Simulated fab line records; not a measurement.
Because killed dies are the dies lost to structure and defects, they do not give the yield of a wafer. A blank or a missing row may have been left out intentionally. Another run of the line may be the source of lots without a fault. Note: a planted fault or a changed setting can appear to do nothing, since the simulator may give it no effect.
Split-lot trial || flow n5Finfet || 7 lots, 39 wafers read, on a route of 1938 steps

ON THE SPLIT
At N5_HKMG_FIN_ALD_21 (deposits TiN, target thk 1.5 nm, pulse time 1 s, purge time 3 s), the setting aldCycles was moved away from the recipe's 68 on 15 of the 39 wafers read, by -55.9% to +25.0%. All remaining wafers had this setting at the recipe value.

The split's own step is where the reading is taken.

THE READING
TiN_of_HKMG_FIN_ALD_21.thkNm (the simulator's own value, which no gauge read), in nm, at N5_HKMG_FIN_ALD_21 (deposits TiN, target thk 1.5 nm, pulse time 1 s, purge time 3 s). No usual value for it is given in the file. Here, 24 wafers ran the recipe; their average is 1.5 nm with a standard deviation of 0.1 nm.

{"wafer": "L076.3", "tool, chamber at the split": "aldMetal-02, 0,1,3", "aldCycles as run": 68, "against the recipe": "recipe", "TiN_of_HKMG_FIN_ALD_21.thkNm, nm": 1.4, "against lot-mates on the recipe": "-"}
{"wafer": "L076.4", "tool, chamber at the split": "aldMetal-02, 0,1,3", "aldCycles as run": 68, "against the recipe": "recipe", "TiN_of_HKMG_FIN_ALD_21.thkNm, nm": 1.4, "against lot-mates on the recipe": "-"}
{"wafer": "L076.5", "tool, chamber at the split": "aldMetal-02, 0,1,3", "aldCycles as run": 68, "against the recipe": "recipe", "TiN_of_HKMG_FIN_ALD_21.thkNm, nm": 1.4, "against lot-mates on the recipe": "-"}
{"wafer": "L080.1", "tool, chamber at the split": "aldMetal-03, 1,0,0", "aldCycles as run": 55, "against the recipe": "-19.1%", "TiN_of_HKMG_FIN_ALD_21.thkNm, nm": 1.2, "against lot-mates on the recipe": -0.3}
{"wafer": "L080.2", "tool, chamber at the split": "aldMetal-03, 1,0,0", "aldCycles as run": 55, "against the recipe": "-19.1%", "TiN_of_HKMG_FIN_ALD_21.thkNm, nm": 1.2, "against lot-mates on the recipe": -0.3}
{"wafer": "L080.5", "tool, chamber at the split": "aldMetal-03, 1,0,0", "aldCycles as run": 55, "against the recipe": "-19.1%", "TiN_of_HKMG_FIN_ALD_21.thkNm, nm": 1.2, "against lot-mates on the recipe": -0.3}
{"wafer": "L080.3", "tool, chamber at the split": "aldMetal-03, 2,3", "aldCycles as run": 68, "against the recipe": "recipe", "TiN_of_HKMG_FIN_ALD_21.thkNm, nm": 1.4, "against lot-mates on the recipe": "-"}
{"wafer": "L080.6", "tool, chamber at the split": "aldMetal-03, 2,3", "aldCycles as run": 68, "against the recipe": "recipe", "TiN_of_HKMG_FIN_ALD_21.thkNm, nm": 1.4, "against lot-mates on the recipe": "-"}
{"wafer": "L080.4", "tool, chamber at the split": "aldMetal-03, 3", "aldCycles as run": 68, "against the recipe": "recipe", "TiN_of_HKMG_FIN_ALD_21.thkNm, nm": 1.6, "against lot-mates on the recipe": "-"}
{"wafer": "L081.1", "tool, chamber at the split": "aldMetal-04, 0,3,1,2,2,1", "aldCycles as run": 68, "against the recipe": "recipe", "TiN_of_HKMG_FIN_ALD_21.thkNm, nm": 1.6, "against lot-mates on the recipe": "-"}
{"wafer": "L081.2", "tool, chamber at the split": "aldMetal-04, 0,3,1,2,2,1", "aldCycles as run": 68, "against the recipe": "recipe", "TiN_of_HKMG_FIN_ALD_21.thkNm, nm": 1.6, "against lot-mates on the recipe": "-"}
{"wafer": "L081.3", "tool, chamber at the split": "aldMetal-04, 0,3,1,2,2,1", "aldCycles as run": 68, "against the recipe": "recipe", "TiN_of_HKMG_FIN_ALD_21.thkNm, nm": 1.6, "against lot-mates on the recipe": "-"}
{"wafer": "L081.4", "tool, chamber at the split": "aldMetal-04, 0,3,1,2,2,1", "aldCycles as run": 68, "against the recipe": "recipe", "TiN_of_HKMG_FIN_ALD_21.thkNm, nm": 1.6, "against lot-mates on the recipe": "-"}
{"wafer": "L081.5", "tool, chamber at the split": "aldMetal-04, 0,3,1,2,2,1", "aldCycles as run": 68, "against the recipe": "recipe", "TiN_of_HKMG_FIN_ALD_21.thkNm, nm": 1.6, "against lot-mates on the recipe": "-"}
{"wafer": "L081.6", "tool, chamber at the split": "aldMetal-04, 0,3,1,2,2,1", "aldCycles as run": 68, "against the recipe": "recipe", "TiN_of_HKMG_FIN_ALD_21.thkNm, nm": 1.6, "against lot-mates on the recipe": "-"}
{"wafer": "L089.1", "tool, chamber at the split": "aldMetal-02, 1,3,1", "aldCycles as run": 68, "against the recipe": "recipe", "TiN_of_HKMG_FIN_ALD_21.thkNm, nm": 1.4, "against lot-mates on the recipe": "-"}
{"wafer": "L089.4", "tool, chamber at the split": "aldMetal-02, 1,3,1", "aldCycles as run": 68, "against the recipe": "recipe", "TiN_of_HKMG_FIN_ALD_21.thkNm, nm": 1.4, "against lot-mates on the recipe": "-"}
{"wafer": "L089.5", "tool, chamber at the split": "aldMetal-02, 1,3,1", "aldCycles as run": 68, "against the recipe": "recipe", "TiN_of_HKMG_FIN_ALD_21.thkNm, nm": 1.4, "against lot-mates on the recipe": "-"}
{"wafer": "L089.2", "tool, chamber at the split": "aldMetal-02, 0,2,2", "aldCycles as run": 32, "against the recipe": "-52.9%", "TiN_of_HKMG_FIN_ALD_21.thkNm, nm": 0.6, "against lot-mates on the recipe": -0.8}
{"wafer": "L089.3", "tool, chamber at the split": "aldMetal-02, 0,2,2", "aldCycles as run": 32, "against the recipe": "-52.9%", "TiN_of_HKMG_FIN_ALD_21.thkNm, nm": 0.6, "against lot-mates on the recipe": -0.8}
{"wafer": "L089.6", "tool, chamber at the split": "aldMetal-02, 0,2,2", "aldCycles as run": 32, "against the recipe": "-52.9%", "TiN_of_HKMG_FIN_ALD_21.thkNm, nm": 0.6, "against lot-mates on the recipe": -0.8}
{"wafer": "L091.1", "tool, chamber at the split": "aldMetal-04, 1", "aldCycles as run": 68, "against the recipe": "recipe", "TiN_of_HKMG_FIN_ALD_21.thkNm, nm": 1.4, "against lot-mates on the recipe": "-"}
{"wafer": "L091.2", "tool, chamber at the split": "aldMetal-04, 2,3", "aldCycles as run": 68, "against the recipe": "recipe", "TiN_of_HKMG_FIN_ALD_21.thkNm, nm": 1.6, "against lot-mates on the recipe": "-"}
{"wafer": "L091.6", "tool, chamber at the split": "aldMetal-04, 2,3", "aldCycles as run": 68, "against the recipe": "recipe", "TiN_of_HKMG_FIN_ALD_21.thkNm, nm": 1.6, "against lot-mates on the recipe": "-"}
{"wafer": "L091.3", "tool, chamber at the split": "aldMetal-04, 0,3,2", "aldCycles as run": 30, "against the recipe": "-55.9%", "TiN_of_HKMG_FIN_ALD_21.thkNm, nm": 0.6, "against lot-mates on the recipe": -0.9}
{"wafer": "L091.4", "tool, chamber at the split": "aldMetal-04, 0,3,2", "aldCycles as run": 30, "against the recipe": "-55.9%", "TiN_of_HKMG_FIN_ALD_21.thkNm, nm": 0.6, "against lot-mates on the recipe": -0.9}
{"wafer": "L091.5", "tool, chamber at the split": "aldMetal-04, 0,3,2", "aldCycles as run": 30, "against the recipe": "-55.9%", "TiN_of_HKMG_FIN_ALD_21.thkNm, nm": 0.6, "against lot-mates on the recipe": -0.9}
{"wafer": "L094.1", "tool, chamber at the split": "aldMetal-02, 3", "aldCycles as run": 68, "against the recipe": "recipe", "TiN_of_HKMG_FIN_ALD_21.thkNm, nm": 1.4, "against lot-mates on the recipe": "-"}
{"wafer": "L094.2", "tool, chamber at the split": "aldMetal-02, 2", "aldCycles as run": 68, "against the recipe": "recipe", "TiN_of_HKMG_FIN_ALD_21.thkNm, nm": 1.6, "against lot-mates on the recipe": "-"}
{"wafer": "L094.6", "tool, chamber at the split": "aldMetal-02, 2", "aldCycles as run": 68, "against the recipe": "recipe", "TiN_of_HKMG_FIN_ALD_21.thkNm, nm": 1.6, "against lot-mates on the recipe": "-"}
{"wafer": "L094.3", "tool, chamber at the split": "aldMetal-02, 0,1,1", "aldCycles as run": 50, "against the recipe": "-26.5%", "TiN_of_HKMG_FIN_ALD_21.thkNm, nm": 1.2, "against lot-mates on the recipe": -0.3}
{"wafer": "L094.4", "tool, chamber at the split": "aldMetal-02, 0,1,1", "aldCycles as run": 50, "against the recipe": "-26.5%", "TiN_of_HKMG_FIN_ALD_21.thkNm, nm": 1.2, "against lot-mates on the recipe": -0.3}
{"wafer": "L094.5", "tool, chamber at the split": "aldMetal-02, 0,1,1", "aldCycles as run": 50, "against the recipe": "-26.5%", "TiN_of_HKMG_FIN_ALD_21.thkNm, nm": 1.2, "against lot-mates on the recipe": -0.3}
{"wafer": "L095.1", "tool, chamber at the split": "aldMetal-04, 1,0,1", "aldCycles as run": 85, "against the recipe": "+25.0%", "TiN_of_HKMG_FIN_ALD_21.thkNm, nm": 1.8, "against lot-mates on the recipe": "+0.4"}
{"wafer": "L095.4", "tool, chamber at the split": "aldMetal-04, 1,0,1", "aldCycles as run": 85, "against the recipe": "+25.0%", "TiN_of_HKMG_FIN_ALD_21.thkNm, nm": 1.8, "against lot-mates on the recipe": "+0.4"}
{"wafer": "L095.5", "tool, chamber at the split": "aldMetal-04, 1,0,1", "aldCycles as run": 85, "against the recipe": "+25.0%", "TiN_of_HKMG_FIN_ALD_21.thkNm, nm": 1.8, "against lot-mates on the recipe": "+0.4"}
{"wafer": "L095.2", "tool, chamber at the split": "aldMetal-04, 2,0,2", "aldCycles as run": 68, "against the recipe": "recipe", "TiN_of_HKMG_FIN_ALD_21.thkNm, nm": 1.4, "against lot-mates on the recipe": "-"}
{"wafer": "L095.3", "tool, chamber at the split": "aldMetal-04, 2,0,2", "aldCycles as run": 68, "against the recipe": "recipe", "TiN_of_HKMG_FIN_ALD_21.thkNm, nm": 1.4, "against lot-mates on the recipe": "-"}
{"wafer": "L095.6", "tool, chamber at the split": "aldMetal-04, 2,0,2", "aldCycles as run": 68, "against the recipe": "recipe", "TiN_of_HKMG_FIN_ALD_21.thkNm, nm": 1.4, "against lot-mates on the recipe": "-"}
The file does not say which wafer passed through which chamber wherever a row lists several chambers: such a row stands for several wafers.

THE FIT
A straight line over all 39 wafers: TiN_of_HKMG_FIN_ALD_21.thkNm changes by +0.0154 nm for each +1% of aldCycles; r = +0.97; the points scatter about the line by 0.092 nm.
The same after taking each lot's own level away (the mean of its wafers on the recipe; 39 wafers): +0.0157 nm for each +1%; r = +0.99; scatter 0.055 nm.
That fit puts the effect of the largest move of aldCycles on the reading at 0.88 nm.
Measured against the standard deviation above, the lots' own levels, which go from 1.40 to 1.60 nm, span 2.0 times it.
So the lot-to-lot level changes the slope little: the two slopes agree.
Check: for one of the wafers moved furthest among these (-55.9%), held out of the fit, the line's prediction against its lot-mates is -0.858 nm. Against them it came out at -0.933 nm.

THESE WAFERS: OTHER SPLITS
These wafers also went through other splits before the reading. Each is held against what the fit with the lots' levels taken away leaves over:
{"other split on the same wafers": "N5_FIN_SAQP_ETCH_65 timeS", "wafers away from the commonest value": 12, "r with TiN_of_HKMG_FIN_ALD_21.thkNm (lot level and that fit taken away)": "+0.26"}
{"other split on the same wafers": "N5_SD_EPI_P_EPI_21 timeS", "wafers away from the commonest value": 18, "r with TiN_of_HKMG_FIN_ALD_21.thkNm (lot level and that fit taken away)": -0.27}

FILE'S OWN FIT
TiN_of_HKMG_FIN_ALD_21.thkNm changes by +0.0155 nm for each +1% of aldCycles, r = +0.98.
